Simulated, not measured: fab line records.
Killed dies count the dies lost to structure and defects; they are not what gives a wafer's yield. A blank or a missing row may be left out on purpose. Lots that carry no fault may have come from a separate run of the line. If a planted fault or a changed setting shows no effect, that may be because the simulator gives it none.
Struck lot and sound lot, side by side | flow n5_finfet | 41 steps out of a route of 1938
Sound: the wafers L269.4, L269.5, L269.6. Wafers L261.2, L261.5, L261.6 were the ones struck. The cause comes at the end.
Per side, at each step with rows, come the tool, then ch with its chambers, and then its first start. Under that, the readings that differ: sound wafers | struck wafers | difference of the means | sigmas: that difference in standard deviations of wafers without a fault.
alike: same words and numbers on both sides, and readings whose means sit less than 2 such deviations apart. not compared: any withheld reading, any reading some wafer has no value for, any bound like >300 that may hide the same value, and any number with overlapping values for which the record gives no deviation.
Wherever a step has rows on one side only, a row that says differs or no value, or a row with sigmas, the two part there. When numbers do not overlap yet have no deviation, they are printed without sigmas and do not part them. A reading that every wafer of one side lacks parts them only if that side has two wafers or more.

first, 11 steps without rows for these wafers: N5_BEOL_M0_SAQP_SPACER1_ALD_98 (deposits SiO2, target thk 12.8 nm, pulse time 1 s, purge time 2 s); N5_BEOL_M0_SAQP_SPACER1_ETCHBACK_99 (etches SiO2 in CHF3/O2, target depth 15.4 nm, time 7.7 s); N5_BEOL_M0_SAQP_MANDREL1_REMOVE_100 (chemistry HBr/Cl2/O2, target a-Si, stops on SiNx, bt time 10 s); N5_BEOL_M0_SAQP_ETCH_101 (etches SiNx in CH3F/O2, target depth 29.9 nm, time 42.7 s); N5_BEOL_M0_SAQP_ETCH_102 (etches SiO2 in CF4, target depth 4 nm, time 4.4 s); N5_BEOL_M0_SAQP_MANDREL_ETCH_103 (etches a-Si in HBr/Cl2, stops on SiCN, target depth 45 nm, bt time 10 s, time 27 s); N5_BEOL_M0_SAQP_RECESS_104 (chemistry HF/NH3, target SiO2, target depth 18 nm, afs cycles 3, sublimation time 60 s); N5_BEOL_M0_SAQP_COAT_105 (time 60 s, resist thk 100 nm); N5_BEOL_M0_SAQP_ETCH_106 (etches SOC in N2/H2, stops on SiNx, target depth 150 nm); N5_BEOL_M0_SAQP_ETCH_107 (etches SiNx in CH3F/O2, target depth 30 nm); N5_BEOL_M0_SAQP_STRIP_108 (strips in N2/H2).
N5_BEOL_M0_SAQP_RECESS_109: chemistry HF/NH3, target SiO2, target depth 3 nm, afs cycles 1, sublimation time 60 s.
  sound on vapor_etch-02 ch 0,1, day 11 10:20; struck on vapor_etch-01 ch 0,1, day 9 07:03
  reading                     | sound       | struck      | difference | sigmas
  drypump_motor_current_A (A) | 5.2 5.2 5.2 | 6.0 5.9 6.0 | +0.8       | +2
  alike: foreline_p_Torr
then, 12 steps without rows for these wafers: N5_BEOL_M0_SAQP_SPACER2_ALD_26 (deposits SiO2, target thk 15 nm, pulse time 1 s, purge time 2 s); N5_BEOL_M0_SAQP_SPACER2_ETCHBACK_27 (etches SiO2 in CHF3/O2, target depth 22.5 nm, time 11.25 s); N5_BEOL_M0_SAQP_MANDREL2_REMOVE_110 (chemistry HBr/Cl2/O2, target a-Si, stops on SiCN, bt time 10 s); N5_BEOL_M0_SAQP_COAT_69 (time 60 s, resist thk 90 nm); N5_BEOL_M0_SAQP_COAT_72 (time 60 s, resist thk 15 nm); N5_BEOL_M0_SAQP_COAT_87 (time 60 s, resist thk 5 nm); N5_BEOL_M0_SAQP_COAT_34 (resist thk 30 nm); N5_BEOL_M0_SAQP_EBR_36; N5_BEOL_M0_SAQP_SOFTBAKE_35 (time 60 s); N5_BEOL_M0_SAQP_EXPOSE_37 (exposes mask M0 CUT1, target cd 30 nm); N5_BEOL_M0_SAQP_PEB_38 (peb time 60 s); N5_BEOL_M0_SAQP_DEVELOP_39 (develop time 30 s).
N5_BEOL_M0_SAQP_INSPECT_42: inspects for defects (brightfield).
  sound on defect_inspect-01, day 11 11:35; struck on defect_inspect-02, day 9 08:32
  reading          | sound       | struck         | difference | sigmas
  raw_defect_count | 260 281 244 | 1494 1668 1534 | +1304      | +16
then, 13 steps without rows for these wafers: N5_BEOL_M0_SAQP_DESCUM_45 (chemistry O2, time 7 s); N5_BEOL_M0_SAQP_ETCH_88 (etches underlayer in N2/H2, target depth 6.5 nm, time 5.2 s); N5_BEOL_M0_SAQP_ETCH_73 (etches SiARC in CF4, target depth 19.5 nm, time 32.5 s); N5_BEOL_M0_SAQP_CUT_ETCH_46 (etches SOC in N2/H2, target depth 135 nm, overetch 27 nm, time 202.5 s); N5_BEOL_M0_SAQP_STRIP_74 (strips in N2/H2); N5_BEOL_M0_SAQP_STRIP_89 (strips in N2/H2); N5_BEOL_M0_SAQP_ALD_48 (deposits SiO2, target thk 20 nm, pulse time 1 s, co reactant pulse time 1 s); N5_BEOL_M0_SAQP_ETCH_49 (etches SiO2 in CF4/O2, target depth 37 nm); N5_BEOL_M0_SAQP_STRIP_75 (strips in CF4); N5_BEOL_M0_CUTY_COAT_50 (time 60 s, resist thk 15 nm); N5_BEOL_M0_CUTY_COAT_51 (resist thk 150 nm); N5_BEOL_M0_CUTY_EBR_52; N5_BEOL_M0_CUTY_SOFTBAKE_53 (time 60 s).
N5_BEOL_M0_CUTY_INSPECT_59: inspects for defects (macro).
  sound on defect_inspect-02, day 11 12:58; struck on defect_inspect-01, day 9 09:55
  reading          | sound | struck         | difference | sigmas
  raw_defect_count | 1 3 2 | >300 >300 >300 | differs    |
N5_BEOL_M4_RC_MEAS_101:
  sound on prober-01 ch 0, day 13 20:34; struck on prober-02 ch 0, day 11 08:01
  alike: DIBL_N, DIBL_P, IOFF_N, IOFF_P, ION_N, ION_P, SS_N, SS_P, VT_N, VT_P
-- the record jumps here: 5 days lie between the struck wafers' starts before and after (it left off in module BEOL_M4 and takes up again in module PASSIVATION, whose first step shown is number 1936 of the route) --
N5_PASSIVATION_PROBE_49:
  sound on prober-02, day 18 03:06; struck on prober-01, day 15 22:53
  reading                  | sound          | struck         | difference | sigmas
  defect_limited_yield (%) | 91.4 90.8 91.1 | 82.8 89.2 84.8 | -5.5       | -4
  killed_at_M0_to_M3       | 34 16 37       | 126 89 114     | +81        | +7
  killed_dies              | 101 108 105    | 203 127 179    | +65        | +4
  killed_on_rim            | 8 21 20        | 34 25 30       | +13        | +3
  sort_bin_5_function (%)  | 5.5 5.4 5.5    | 9.4 6.4 8.6    | +2.7       | +3
  sort_n_pass              | 1079 1072 1075 | 977 1053 1001  | -65        | -4
  sort_yield_pct (%)       | 91.4 90.8 91.1 | 82.8 89.2 84.8 | -5.5       | -4
  alike: killed_at_M4_up, killed_at_contacts, killed_at_front_end, killed_at_other, killed_open, killed_short, sort_bin_6_memory

== WHERE THEY PART ==
At N5_BEOL_M0_SAQP_RECESS_109 first; at N5_PASSIVATION_PROBE_49 last (within this record only).

WHY: what had been put in by the simulator
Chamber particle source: vapor_etch-01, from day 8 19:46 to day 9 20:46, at N5_BEOL_M0_SAQP_RECESS_109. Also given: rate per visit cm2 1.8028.
